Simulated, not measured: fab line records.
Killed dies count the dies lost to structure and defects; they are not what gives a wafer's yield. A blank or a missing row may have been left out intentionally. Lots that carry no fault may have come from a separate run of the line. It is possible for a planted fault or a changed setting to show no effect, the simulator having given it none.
Chamber matching + flow n5Finfet + 4 sister chambers for N5_BEOL_M4_ALD_98 on aldSin-03
The step deposits SiO2, target thk 2.5 nm, pulse time 1 s, co reactant pulse time 1 s. 8 wafers are shown with their chamber, then 7 later ones without.

== EACH WAFER AND ITS CHAMBER ==
| wafer  | chamber | heaterPowerW (W) | precursorPulseHeightRel |
|--------|---------|------------------|-------------------------|
| L080.1 | 3       | 81               | 1.039                   |
| L082.1 | 0       | 80               | 1.020                   |
| L082.4 | 3       | 81               | 1.015                   |
| L085.2 | 1       | 91               | 1.007                   |
| L085.5 | 1       | 89               | 1.018                   |
| L085.6 | 2       | 78               | 1.022                   |
| L088.1 | 0       | 83               | 1.002                   |
| L088.3 | 2       | 78               | 0.964                   |

== WAFERS WHOSE CHAMBER IS MISSING ==
| wafer  | heaterPowerW (W) | precursorPulseHeightRel |
|--------|------------------|-------------------------|
| L088.4 | 80               | 1.023                   |
| L095.1 | 79               | 0.981                   |
| L095.4 | 78               | 1.011                   |
| L095.6 | 79               | 0.998                   |
| L097.2 | 81               | 0.984                   |
| L097.4 | 81               | 1.019                   |
| L097.6 | 91               | 0.995                   |

== WHICH CHAMBER EACH ONE RAN IN ==
| wafer  | from the rows above          | in truth |
|--------|------------------------------|----------|
| L088.4 | can't be placed: 3 or 0 or 2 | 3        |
| L095.1 | can't be placed: 2 or 0 or 3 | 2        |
| L095.4 | can't be placed: 2 or 3 or 0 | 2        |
| L095.6 | can't be placed: 2 or 3 or 0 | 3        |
| L097.2 | can't be placed: 0 or 3 or 2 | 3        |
| L097.4 | can't be placed: 3 or 0      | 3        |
| L097.6 | 1                            | 1        |
Correct placement for 1 of the 7. From these rows, 6 cannot be placed; in 6 the true chamber is one of the candidates. 0 placed wrongly.
How it was worked out, from the rows above alone: a wafer's distance from a chamber is the root of the sum, over the readings, of the square of ((its reading less the chamber's mean) divided by the reading's scatter). The wafer belongs to the nearest chamber; if the next one is less than 2 further off, it can't be placed. A chamber's mean is the mean of its shown wafers. The scatter is the square root of a quotient: the sum, over the shown wafers, of each reading's squared deviation from its chamber's mean, divided by wafers minus chambers.
